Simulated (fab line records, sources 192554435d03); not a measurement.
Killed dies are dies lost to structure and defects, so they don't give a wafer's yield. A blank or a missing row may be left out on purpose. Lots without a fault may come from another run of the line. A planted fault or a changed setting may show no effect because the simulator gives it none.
A struck lot beside a sound one | flow n5_finfet | 15 steps out of a route of 1938
Sound: wafers L848.1, L848.5, L848.6. Struck: wafer L863.6. The cause comes at the end.
At each step with rows: each side's tool, then ch and its chambers, then its first start. Under that, the readings that differ: sound wafers | struck wafers | difference of the means | sigmas: that difference in standard deviations of wafers without a fault.
alike: readings whose means differ by less than 2 such deviations, and words and numbers that are the same on both sides. not compared: withheld readings, readings that some wafer has no value for, bounds like >300 that may hide the same value, and numbers for which the record gives no deviation and whose values overlap.
The two part at a step that has a row with sigmas, a row that says differs or no value, or rows on one side only. Numbers that don't overlap but have no deviation are shown without sigmas and don't part them. A reading that every wafer of one side lacks parts them only if that side has two wafers or more.

first, 8 steps without rows for these wafers: N5_SDB_COAT_03 (time 60 s, resist thk 100 nm); N5_SDB_COAT_04 (time 60 s, resist thk 18 nm); N5_SDB_COAT_05 (resist thk 90 nm); N5_SDB_EBR_07; N5_SDB_SOFTBAKE_06 (time 60 s); N5_SDB_EXPOSE_08 (exposes mask SDB); N5_SDB_PEB_09 (peb time 60 s); N5_SDB_DEVELOP_10 (develop time 30 s).
N5_SDB_CD_MEAS_11: target cd 50 nm.
  sound on cd_sem-02 ch 0, day 3 17:56; struck on cd_sem-02 ch 0, day 7 14:33
  alike: cd_nm
N5_SDB_OVL_MEAS_12:
  sound on overlay-02 ch 0, day 3 17:58; struck on overlay-02 ch 0, day 7 14:34
  alike: SDB_OVL
N5_SDB_INSPECT_13: inspects for defects (brightfield).
  sound on defect_inspect-02, day 3 17:59; struck on defect_inspect-02, day 7 14:36
  alike: raw_defect_count
N5_SDB_DESCUM_16: chemistry O2, time 7.9 s.
  sound on rie_diel-02 ch 1,2, day 3 18:05; struck on rie_diel-01 ch 3, day 7 14:39
  alike: chamber_pressure_mTorr, drypump_motor_current_A, oes_product_au, rf_vpp_V, showerhead_plenum_p_Torr, throttle_valve_pct
  not compared: rf_hours_counter_h
N5_SDB_ETCH_17: etches SiARC in CF4, target depth 23.4 nm, time 39 s.
  sound on rie_diel-02 ch 1,2, day 3 18:07; struck on rie_diel-01 ch 3, day 7 14:41
  reading                         | sound               | struck | difference | sigmas
  cf4_flow_sccm (sccm)            | 100.28 100.35 99.71 | 70.27  | -29.84     | -99 or more
  etch_rf_on_time_s (s)           | 38.6 38.4 38.5      | 40.7   | +2.2       | +5
  showerhead_plenum_p_Torr (Torr) | 2.26 2.26 2.21      | 2.01   | -0.23      | -3
  throttle_valve_pct (%)          | 15.38 15.38 15.62   | 14.33  | -1.13      | -5
  alike: chamber_pressure_mTorr, drypump_motor_current_A, oes_product_au, rf_vpp_V
  not compared: rf_hours_counter_h
N5_SDB_ETCH_18: etches SOC in N2/H2, target depth 100 nm, overetch 20 nm, time 150 s.
  sound on rie_diel-02 ch 1,2, day 3 18:10; struck on rie_diel-01 ch 3, day 7 14:46
  alike: chamber_pressure_mTorr, drypump_motor_current_A, n2_flow_sccm, oes_product_au, rf_vpp_V, showerhead_plenum_p_Torr, throttle_valve_pct
  not compared: rf_hours_counter_h
N5_PASSIVATION_PROBE_49:
  the record has rows for the sound wafers here (prober-01, day 12 06:22) and none for the struck ones

WHERE THEY PART
First at N5_SDB_ETCH_17; last, within this record, at N5_PASSIVATION_PROBE_49.

WHY: what the simulator had put in
Process parameter drift: rie_diel-01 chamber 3, from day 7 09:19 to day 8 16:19, at N5_SDB_ETCH_17. Setting cf4_flow_sccm, moved by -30, from 100. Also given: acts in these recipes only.
